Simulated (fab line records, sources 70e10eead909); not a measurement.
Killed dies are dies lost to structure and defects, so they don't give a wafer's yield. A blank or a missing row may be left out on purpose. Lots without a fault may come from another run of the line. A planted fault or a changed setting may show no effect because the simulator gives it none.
Problem report in the 8D (eight disciplines) form, filled by code | flow nand_harc | the parts of the form that need people (team, actions taken, sign-off) are left out

1. THE PROBLEM
run_length_s at NHARC_P_CONTACT_ETCH_31 reads a mean of 61.3 s on 3 wafers of 2 lots; wafers without a fault read 107.2 s with a standard deviation of 0.4. That is -99 or more standard deviations from the usual mean.
The step: etches the open film in CH3F/O2, target depth 30 nm, time 85.7 s.
First seen on wafer L466.4, day 8 12:39, on rie_diel-11. The record holds 18 wafers of 6 lots with a number at this step. Rule for "out", or "out of limits": more than 4 standard deviations from the usual mean. The other wafers with a number count as sound.

2. WHAT IT IS AND WHAT IT IS NOT
question                    | is                     | is not
which readings at this step | run_length_s           | drypump_motor_current_A, oes_product_au, rf_vpp_V, showerhead_plenum_p_Torr, throttle_valve_pct
which lots                  | L466, L467             | L460, L476, L480, L483
which wafers of those lots  | L466.4, L466.5, L467.2 | L466.2, L467.4, L467.6
read on which tools         | rie_diel-11            | rie_diel-10
when                        | from day 8 12:39       | up to then (4 sound wafers); but 11 sound wafers of L467, L476, L480, L483 came after

3. SUSPECTS, AND WHAT RULES EACH OUT
Counting: a tool at a process step up to the reading stays a suspect if it ran every lot that is out. Sound lots after the first of them don't rule it out here, since some wafers of a struck lot are sound.
- rie_diel-11 at NHARC_P_CONTACT_DESCUM_17 (chemistry O2, time 3 s): kept. It ran every lot that is out, first L466 (day 8 11:55); its last sound lot up to then is L460 (day 5 18:04).
- rie_diel-11 at NHARC_P_CONTACT_ETCH_35 (etches the open film in CF4, target depth 39 nm, time 65 s): kept. It ran every lot that is out, first L466 (day 8 11:59); its last sound lot up to then is L460 (day 5 18:10).
- rie_diel-11 at NHARC_P_CONTACT_ETCH_36 (etches the open film in N2/H2, target depth 260 nm, time 406.25 s): kept. It ran every lot that is out, first L466 (day 8 12:39); its last sound lot up to then is L460 (day 5 18:56). NHARC_P_CONTACT_ETCH_36 gives no start for some lots, so the hours and the order of its lots are those of NHARC_P_CONTACT_ETCH_31.
- rie_diel-11 at NHARC_P_CONTACT_ETCH_18 (etches the open film in C4F8/O2/Ar, target depth 481 nm, time 240.5 s): kept. It ran every lot that is out, first L466 (day 8 12:39); its last sound lot up to then is L460 (day 5 18:56). NHARC_P_CONTACT_ETCH_18 gives no start for some lots, so the hours and the order of its lots are those of NHARC_P_CONTACT_ETCH_31.
- rie_diel-11 at NHARC_P_CONTACT_ETCH_31 (etches the open film in CH3F/O2, target depth 30 nm, time 85.7 s): kept. It ran every lot that is out, first L466 (day 8 12:39); its last sound lot up to then is L460 (day 5 18:56). Its own readings are out on those wafers: run_length_s.
- Within rie_diel-11 at NHARC_P_CONTACT_ETCH_31: the wafers that are out ran in chamber 0; their sound lot-mates ran in chambers 1, 3.
Left after counting: rie_diel-11 at NHARC_P_CONTACT_DESCUM_17, rie_diel-11 at NHARC_P_CONTACT_ETCH_35, rie_diel-11 at NHARC_P_CONTACT_ETCH_36, rie_diel-11 at NHARC_P_CONTACT_ETCH_18, rie_diel-11 at NHARC_P_CONTACT_ETCH_31.

4. THE CAUSE (what the simulator had put in)
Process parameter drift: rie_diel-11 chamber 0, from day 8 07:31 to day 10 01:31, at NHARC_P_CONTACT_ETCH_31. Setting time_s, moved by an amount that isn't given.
Counting left 5 suspects, and this tool is among them.

5. THE CHAIN OF EFFECTS, in route order
Each row: a reading whose mean over the struck wafers that have a number lies more than 3 standard deviations from the usual. Only readings for which the record gives a usual standard deviation are gone through. hours: the time from each lot's start at the first step in this table that gives one to its start at this step, as a median over the lots. sigmas: the change in usual standard deviations.
hours | step                    | reading      | usual   | on struck wafers | change | sigmas
0     | NHARC_P_CONTACT_ETCH_31 | run_length_s | 107.2 s | 61.3             | -45.9  | -99 or more
The process steps in it:
- NHARC_P_CONTACT_ETCH_31: etches the open film in CH3F/O2, target depth 30 nm, time 85.7 s.
Readings that are blank on the struck wafers while sound wafers have them: bias_w at NHARC_P_CONTACT_ETCH_31.
Later measuring or inspecting steps at which every struck wafer that the step has a row for has a number for every such reading, and none has moved that far: NHARC_P_CONTACT_CD_MEAS_19.

6. WHAT WOULD HAVE CAUGHT IT SOONER
In this record the first reading out of limits was taken at day 8 12:39, 5 hours after the fault began at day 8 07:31.
